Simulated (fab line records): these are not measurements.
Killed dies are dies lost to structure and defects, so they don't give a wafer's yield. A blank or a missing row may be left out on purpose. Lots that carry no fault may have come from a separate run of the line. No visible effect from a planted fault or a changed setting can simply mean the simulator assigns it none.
Which tool was responsible? :: flow nand harc :: 12 lots with 36 wafers sampled at 6 steps, on a route of 1302 steps

WHAT EACH GAUGE READ, for each wafer
NHARC_END_SORT_01. Usual: killed at array 56, standard deviation 21; killed at other 0.8, standard deviation 1; killed at periphery 3.6, standard deviation 2.8; killed dies 60, standard deviation 20; killed open 3.2, standard deviation 1.9; killed short 2.4, standard deviation 1.6.
lot: L766
measured: day 29 07:35
on: prober-02
killed at array: 67 78 59
killed at other: 1 1 2
killed at periphery: 3 4 3
killed dies: 71 83 64
killed open: 2 2 3
killed short: 3 0 4
flag: 

lot: L773
measured: day 32 21:31
on: prober-02
killed at array: 68 82 67
killed at other: 1 0 0
killed at periphery: 4 8 9
killed dies: 73 90 76
killed open: 4 2 4
killed short: 3 2 2
flag: 

EACH LOT AND THE TOOL THAT RAN IT (in order: tool; ch and the chambers of the sampled wafers; start)
lot: L757
NHARC_A_CHANNEL_FILL_D1_ETCHBACK_08: rie diel-13 ch 0,3, day 11 04:10 or earlier
NHARC_A_DECK1_JOINT_ETCHBACK_07: rie si-05 ch 0,2, day 11 04:10
NHARC_A_DECK1_JOINT_CVD_12: lpcvd poly-02 ch 0, day 11 11:38
NHARC_A_DECK1_JOINT_CMP_13: cmp-01 ch 1,2, day 11 14:28
NHARC_A_DECK1_JOINT_DEP_16: pecvd-02 ch 0,2, day 12 11:37

lot: L759
NHARC_A_CHANNEL_FILL_D1_ETCHBACK_08: rie diel-13 ch 0,2,3, day 11 16:57 or earlier
NHARC_A_DECK1_JOINT_ETCHBACK_07: rie si-05 ch 1,2,3, day 11 16:57
NHARC_A_DECK1_JOINT_CVD_12: lpcvd poly-03 ch 0, day 12 00:13
NHARC_A_DECK1_JOINT_CMP_13: cmp-03 ch 0,1,2, day 12 03:05
NHARC_A_DECK1_JOINT_DEP_16: pecvd-03 ch 0,2, day 13 05:58

lot: L763
NHARC_A_CHANNEL_FILL_D1_ETCHBACK_08: rie diel-07 ch 1,2,3, day 13 08:10 or earlier
NHARC_A_DECK1_JOINT_ETCHBACK_07: rie si-04 ch 0,2,3, day 13 08:10
NHARC_A_DECK1_JOINT_CVD_12: lpcvd poly-02 ch 0, day 13 15:35
NHARC_A_DECK1_JOINT_CMP_13: cmp-04 ch 0,1,2, day 13 18:26
NHARC_A_DECK1_JOINT_DEP_16: pecvd-04 ch 0,1,2, day 14 19:50

lot: L760
NHARC_A_CHANNEL_FILL_D1_ETCHBACK_08: rie diel-06 ch 0,1,2, day 13 08:08 or earlier
NHARC_A_DECK1_JOINT_ETCHBACK_07: rie si-03 ch 1,2,3, day 13 08:08
NHARC_A_DECK1_JOINT_CVD_12: lpcvd poly-02 ch 0, day 13 15:35
NHARC_A_DECK1_JOINT_CMP_13: cmp-03 ch 1,2,3, day 13 18:33
NHARC_A_DECK1_JOINT_DEP_16: pecvd-04 ch 0,1,2, day 14 20:01

lot: L765
NHARC_A_CHANNEL_FILL_D1_ETCHBACK_08: rie diel-07 ch 1,2, day 14 02:28 or earlier
NHARC_A_DECK1_JOINT_ETCHBACK_07: rie si-04 ch 0,2,3, day 14 02:28
NHARC_A_DECK1_JOINT_CVD_12: lpcvd poly-02 ch 0, day 14 09:54
NHARC_A_DECK1_JOINT_CMP_13: cmp-04 ch 0,2,3, day 14 12:47
NHARC_A_DECK1_JOINT_DEP_16: pecvd-04 ch 0,1, day 15 12:21

lot: L764
NHARC_A_CHANNEL_FILL_D1_ETCHBACK_08: rie diel-13 ch 0,1, day 14 02:26 or earlier
NHARC_A_DECK1_JOINT_ETCHBACK_07: rie si-05 ch 0,3, day 14 02:26
NHARC_A_DECK1_JOINT_CVD_12: lpcvd poly-02 ch 0, day 14 09:54
NHARC_A_DECK1_JOINT_CMP_13: cmp-03 ch 0,1,2, day 14 12:47
NHARC_A_DECK1_JOINT_DEP_16: pecvd-02 ch 0,1, day 15 12:21

lot: L766
NHARC_A_CHANNEL_FILL_D1_ETCHBACK_08: rie diel-07 ch 0,1,2, day 14 16:26 or earlier
NHARC_A_DECK1_JOINT_ETCHBACK_07: rie si-04 ch 0,1,3, day 14 16:26
NHARC_A_DECK1_JOINT_CVD_12: lpcvd poly-01 ch 0, day 14 23:52
NHARC_A_DECK1_JOINT_CMP_13: cmp-03 ch 0,2, day 15 05:59
NHARC_A_DECK1_JOINT_DEP_16: pecvd-03 ch 0,1,2, day 16 00:46

lot: L769
NHARC_A_CHANNEL_FILL_D1_ETCHBACK_08: rie diel-07 ch 0,1,2, day 15 12:42 or earlier
NHARC_A_DECK1_JOINT_ETCHBACK_07: rie si-03 ch 0,1,3, day 15 12:42
NHARC_A_DECK1_JOINT_CVD_12: lpcvd poly-03 ch 0, day 15 20:00
NHARC_A_DECK1_JOINT_CMP_13: cmp-01 ch 1,2,3, day 16 02:02
NHARC_A_DECK1_JOINT_DEP_16: pecvd-03 ch 0,1,2, day 17 02:25

lot: L773
NHARC_A_CHANNEL_FILL_D1_ETCHBACK_08: rie diel-13 ch 0,1,3, day 17 15:51 or earlier
NHARC_A_DECK1_JOINT_ETCHBACK_07: rie si-05 ch 0,2,3, day 17 15:51
NHARC_A_DECK1_JOINT_CVD_12: lpcvd poly-02 ch 0, day 17 23:18
NHARC_A_DECK1_JOINT_CMP_13: cmp-03 ch 1,2,3, day 18 05:14
NHARC_A_DECK1_JOINT_DEP_16: pecvd-02 ch 0,2, day 19 02:27

lot: L777
NHARC_A_CHANNEL_FILL_D1_ETCHBACK_08: rie diel-06 ch 0,2, day 19 18:58 or earlier
NHARC_A_DECK1_JOINT_ETCHBACK_07: rie si-05 ch 0,1,2, day 19 18:58
NHARC_A_DECK1_JOINT_CVD_12: lpcvd poly-01 ch 0, day 20 02:25
NHARC_A_DECK1_JOINT_CMP_13: cmp-03 ch 0,2,3, day 20 05:17
NHARC_A_DECK1_JOINT_DEP_16: pecvd-04 ch 0,1, day 21 18:47

lot: L778
NHARC_A_CHANNEL_FILL_D1_ETCHBACK_08: rie diel-06 ch 0,2, day 19 23:45 or earlier
NHARC_A_DECK1_JOINT_ETCHBACK_07: rie si-04 ch 1,3, day 19 23:45
NHARC_A_DECK1_JOINT_CVD_12: lpcvd poly-02 ch 0, day 20 08:17
NHARC_A_DECK1_JOINT_CMP_13: cmp-01 ch 0,1,3, day 20 11:05
NHARC_A_DECK1_JOINT_DEP_16: pecvd-03 ch 0,2, day 21 20:19

lot: L779
NHARC_A_CHANNEL_FILL_D1_ETCHBACK_08: rie diel-07 ch 0,1,3, day 20 04:32 or earlier
NHARC_A_DECK1_JOINT_ETCHBACK_07: rie si-04 ch 0,1,3, day 20 04:32
NHARC_A_DECK1_JOINT_CVD_12: lpcvd poly-01 ch 0, day 20 11:59
NHARC_A_DECK1_JOINT_CMP_13: cmp-04 ch 1,2,3, day 20 14:48
NHARC_A_DECK1_JOINT_DEP_16: pecvd-02 ch 0,1,2, day 21 20:25
- NHARC_A_CHANNEL_FILL_D1_ETCHBACK_08: etches the open film in C4F8, target depth 220 nm, time 110 s.
- NHARC_A_DECK1_JOINT_ETCHBACK_07: etches the open film in HBr, target depth 105 nm, time 26.9 s.
- NHARC_A_DECK1_JOINT_CVD_12: deposits poly-Si, target thk 90 nm, time 1800 s.
- NHARC_A_DECK1_JOINT_CMP_13: polishes, target thk 51.023 nm.
- NHARC_A_DECK1_JOINT_DEP_16: deposits SiO2, target thk 45 nm.

WHAT THE TOOLS THEMSELVES READ (means of the sampled wafers that have a number; where no wafer has one, the mark that the record gives instead)
NHARC_A_CHANNEL_FILL_D1_ETCHBACK_08. Usual: oes product au 0.95 a.u., standard deviation 0.034; rf vpp V 440.6 V, standard deviation 2.5.
lot: L757
tool: rie diel-13
oes product au (a.u.): 1.00
rf vpp V (V): 443.6
flag: 

lot: L759
tool: rie diel-13
oes product au (a.u.): 0.92
rf vpp V (V): 442.3
flag: 

lot: L763
tool: rie diel-07
oes product au (a.u.): 0.93
rf vpp V (V): 439.9
flag: 

lot: L760
tool: rie diel-06
oes product au (a.u.): 0.91
rf vpp V (V): 440.0
flag: 

lot: L765
tool: rie diel-07
oes product au (a.u.): 1.01
rf vpp V (V): 439.7
flag: 

lot: L764
tool: rie diel-13
oes product au (a.u.): 1.00
rf vpp V (V): 439.9
flag: 

lot: L766
tool: rie diel-07
oes product au (a.u.): 0.93
rf vpp V (V): 438.5
flag: 

lot: L769
tool: rie diel-07
oes product au (a.u.): 0.94
rf vpp V (V): 438.6
flag: 

lot: L773
tool: rie diel-13
oes product au (a.u.): 0.93
rf vpp V (V): 442.0
flag: 

lot: L777
tool: rie diel-06
oes product au (a.u.): 0.92
rf vpp V (V): 440.5
flag: 

lot: L778
tool: rie diel-06
oes product au (a.u.): 0.92
rf vpp V (V): 439.4
flag: 

lot: L779
tool: rie diel-07
oes product au (a.u.): 0.93
rf vpp V (V): 438.4
flag: 

NHARC_A_DECK1_JOINT_ETCHBACK_07. Usual: drypump motor current A 6.0 A, standard deviation 0.51; hbr flow sccm 150.0 sccm, standard deviation 0.42; he backside leak sccm 2.57 sccm, standard deviation 0.19; oes product au 1.002 a.u., standard deviation 0.01; throttle valve pct 23.266 %, standard deviation 0.0093.
lot: L757
tool: rie si-05
drypump motor current A (A): 6.2
hbr flow sccm (sccm): 149.7
he backside leak sccm (sccm): 2.58
oes product au (a.u.): 0.997
throttle valve pct (%): 23.263
flag: 

lot: L759
tool: rie si-05
drypump motor current A (A): 6.3
hbr flow sccm (sccm): 150.0
he backside leak sccm (sccm): 2.62
oes product au (a.u.): 1.003
throttle valve pct (%): 23.265
flag: 

lot: L763
tool: rie si-04
drypump motor current A (A): 6.1
hbr flow sccm (sccm): 150.1
he backside leak sccm (sccm): 2.67
oes product au (a.u.): 1.007
throttle valve pct (%): 23.270
flag: 

lot: L760
tool: rie si-03
drypump motor current A (A): 5.9
hbr flow sccm (sccm): 150.0
he backside leak sccm (sccm): 2.51
oes product au (a.u.): 1.006
throttle valve pct (%): 23.266
flag: 

lot: L765
tool: rie si-04
drypump motor current A (A): 6.1
hbr flow sccm (sccm): 150.1
he backside leak sccm (sccm): 2.64
oes product au (a.u.): 1.003
throttle valve pct (%): 23.269
flag: 

lot: L764
tool: rie si-05
drypump motor current A (A): 6.1
hbr flow sccm (sccm): 150.1
he backside leak sccm (sccm): 2.63
oes product au (a.u.): 1.012
throttle valve pct (%): 23.269
flag: 

lot: L766
tool: rie si-04
drypump motor current A (A): 5.9
hbr flow sccm (sccm): 149.8
he backside leak sccm (sccm): 2.75
oes product au (a.u.): 1.013
throttle valve pct (%): 23.268
flag: 

lot: L769
tool: rie si-03
drypump motor current A (A): 5.6
hbr flow sccm (sccm): 150.1
he backside leak sccm (sccm): 2.46
oes product au (a.u.): 1.006
throttle valve pct (%): 23.264
flag: 

lot: L773
tool: rie si-05
drypump motor current A (A): 6.4
hbr flow sccm (sccm): 150.6
he backside leak sccm (sccm): 2.56
oes product au (a.u.): 0.995
throttle valve pct (%): 23.266
flag: 

lot: L777
tool: rie si-05
drypump motor current A (A): 6.1
hbr flow sccm (sccm): 150.1
he backside leak sccm (sccm): 2.57
oes product au (a.u.): 1.009
throttle valve pct (%): 23.273
flag: 

lot: L778
tool: rie si-04
drypump motor current A (A): 5.6
hbr flow sccm (sccm): 149.9
he backside leak sccm (sccm): 2.47
oes product au (a.u.): 0.997
throttle valve pct (%): 23.272
flag: 

lot: L779
tool: rie si-04
drypump motor current A (A): 5.9
hbr flow sccm (sccm): 150.3
he backside leak sccm (sccm): 2.64
oes product au (a.u.): 1.002
throttle valve pct (%): 23.277
flag: 

NHARC_A_DECK1_JOINT_CMP_13. Usual: motor current A 12.5 A, standard deviation 1.2; time to endpoint s 10.3 s, standard deviation 1.8.
lot: L757
tool: cmp-01
motor current A (A): 13.4
time to endpoint s (s): 8.0
flag: 

lot: L759
tool: cmp-03
motor current A (A): 13.9
time to endpoint s (s): 10.6
flag: 

lot: L763
tool: cmp-04
motor current A (A): 11.6
time to endpoint s (s): 11.8
flag: 

lot: L760
tool: cmp-03
motor current A (A): 13.1
time to endpoint s (s): 10.5
flag: 

lot: L765
tool: cmp-04
motor current A (A): 11.9
time to endpoint s (s): 11.8
flag: 

lot: L764
tool: cmp-03
motor current A (A): 14.0
time to endpoint s (s): 9.4
flag: 

lot: L766
tool: cmp-03
motor current A (A): 13.7
time to endpoint s (s): 20.4
flag: OFF

lot: L769
tool: cmp-01
motor current A (A): 12.4
time to endpoint s (s): 16.8
flag: OFF

lot: L773
tool: cmp-03
motor current A (A): 12.9
time to endpoint s (s): 22.0
flag: OFF

lot: L777
tool: cmp-03
motor current A (A): 12.8
time to endpoint s (s): 9.4
flag: 

lot: L778
tool: cmp-01
motor current A (A): 12.1
time to endpoint s (s): 10.4
flag: 

lot: L779
tool: cmp-04
motor current A (A): 12.2
time to endpoint s (s): 9.6
flag: 

NHARC_A_DECK1_JOINT_DEP_16. Usual: heater power w 575 W, standard deviation 120; throttle valve pct 15.8 %, standard deviation 0.62.
lot: L757
tool: pecvd-02
heater power w (W): 724
throttle valve pct (%): 16.3
flag: 

lot: L759
tool: pecvd-03
heater power w (W): 648
throttle valve pct (%): 16.0
flag: 

lot: L763
tool: pecvd-04
heater power w (W): 513
throttle valve pct (%): 16.0
flag: 

lot: L760
tool: pecvd-04
heater power w (W): 515
throttle valve pct (%): 15.9
flag: 

lot: L765
tool: pecvd-04
heater power w (W): 488
throttle valve pct (%): 16.5
flag: 

lot: L764
tool: pecvd-02
heater power w (W): 706
throttle valve pct (%): 16.0
flag: 

lot: L766
tool: pecvd-03
heater power w (W): 573
throttle valve pct (%): 15.8
flag: 

lot: L769
tool: pecvd-03
heater power w (W): 568
throttle valve pct (%): 15.3
flag: 

lot: L773
tool: pecvd-02
heater power w (W): 691
throttle valve pct (%): 16.2
flag: 

lot: L777
tool: pecvd-04
heater power w (W): 597
throttle valve pct (%): 16.5
flag: 

lot: L778
tool: pecvd-03
heater power w (W): 606
throttle valve pct (%): 15.5
flag: 

lot: L779
tool: pecvd-02
heater power w (W): 615
throttle valve pct (%): 15.9
flag: 

THE ANSWER, worked out from the rows above alone
Rule: a lot is off if the mean of its wafers that have a number lies more than 3 standard deviations from the usual mean. Also off: a lot with no number at a reading for which 4 or more lots have one. Any other lot the step has rows for is counted as sound. First the gauges in route order, then the tools' own readings, where a lot's mean is used as printed above. At the first step where some lot is off, the reading lying furthest off is the one used; lots without a number count as furthest.
Off: L766, L769, L773 (NHARC_A_DECK1_JOINT_CMP_13, time to endpoint s).
If a tool, at that step or one of the process steps before it, ran each lot that is off and ran no sound lot following the first of them, it fits. With no start given for some of its lots, NHARC_A_CHANNEL_FILL_D1_ETCHBACK_08 uses the hours and lot order of NHARC_A_DECK1_JOINT_ETCHBACK_07. No candidate that was tried fits.

WHAT THE SIMULATOR PUT IN
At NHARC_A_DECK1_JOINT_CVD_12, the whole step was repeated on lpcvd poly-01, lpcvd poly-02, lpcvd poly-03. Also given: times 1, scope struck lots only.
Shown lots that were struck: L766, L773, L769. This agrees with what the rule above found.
